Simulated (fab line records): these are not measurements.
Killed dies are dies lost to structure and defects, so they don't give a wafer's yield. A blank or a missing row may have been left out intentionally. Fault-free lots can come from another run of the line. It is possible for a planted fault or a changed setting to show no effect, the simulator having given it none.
Problem report, 8D (eight disciplines) form, completed by code    flow nand_harc    the parts of the form that need people (team, actions taken, sign-off) are left out

== 1. THE ISSUE ==
At NHARC_A_CHANNEL_HOLE_D1_INSPECT_12, raw_defect_count averages 327.0 over 6 wafers from 2 lots, while fault-free wafers read 4.9, standard deviation 2.6. That is +99 or more standard deviations from the usual mean.
First seen on wafer L924.4, day 10 02:28, on defect_inspect-02. Wafers with a number at this step in the record: 36, from 12 lots. Rule for "out", or "out of limits": more than 4 standard deviations from the usual mean. Any other wafer with a number is counted as sound.

== 2. WHAT THIS IS AND IS NOT ==
question                     is                      is not
which readings at this step  raw_defect_count        -
which lots                   L924, L925              L920, L933, L934, L935, L936, L937, L939, L940, L941, L942
which wafers of those lots   all that have a number  -
read on which gauges         defect_inspect-02       defect_inspect-01
when                         from day 10 02:28       up to then (3 sound wafers); but 27 sound wafers of L933, L934, L935, L936, L937, L939, L940, L941, L942 came after

== 3. SUSPECTS, AND WHAT RULES EACH OUT ==
Counting: any tool at a process step up to the reading is kept as a suspect provided that every lot that is out went through it and no sound lot did after the first of them.
- the gauge at NHARC_A_CHANNEL_HOLE_D1_INSPECT_12: kept. All the wafers that are out were read on defect_inspect-02, and no step on other tools shows them out.
- acl_dep-03 at NHARC_A_CHANNEL_HOLE_D1_DEP_00 (deposits aC, target thk 3100 nm): ruled out as a lasting fault. Following L924 (day 10 00:39), the first lot on it that is out, the sound lots L934, L936, L941 were run on it.
The count leaves defect_inspect-02 at NHARC_A_CHANNEL_HOLE_D1_INSPECT_12.

== 4. THE CAUSE (what the simulator had put in) ==
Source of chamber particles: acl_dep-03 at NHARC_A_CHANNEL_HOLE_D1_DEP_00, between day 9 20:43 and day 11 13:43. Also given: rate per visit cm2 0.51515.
Counting ruled it out, wrongly: the rule takes a fault to strike every lot that its tool runs from its start on, and this one did not.

== 5. THE EFFECT CHAIN, in route order ==
One row per reading whose mean, taken over the struck wafers that have a number, lies over 3 standard deviations from the usual. Scope: only readings with a usual standard deviation given in the record; hours: median across lots of the time from each lot's start at the first step in this table that gives one to its start at this step; sigmas: change in usual standard deviations.
hours  step                                reading           usual  on struck wafers  change  sigmas
0      NHARC_A_CHANNEL_HOLE_D1_INSPECT_12  raw_defect_count  4.9    327.0             +322.1  +99 or more
8      NHARC_A_CHANNEL_HOLE_D1_INSPECT_40  raw_defect_count  79     405               +326    +11
Later steps that measure or inspect, where all struck wafers having a row at the step show a number for every such reading and not one has moved that far: NHARC_END_SORT_01.

== 6. HOW IT WOULD HAVE BEEN CAUGHT EARLIER ==
Counted from the fault's start at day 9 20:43, it took 6 hours until the first out-of-limits reading at a measuring or inspecting step in this record, taken at day 10 02:28.
Tool readings at NHARC_A_CHANNEL_HOLE_D1_DEP_00 with a usual standard deviation given in the record: none out on any struck wafer, hence no alarm at a limit of 4 standard deviations on them.
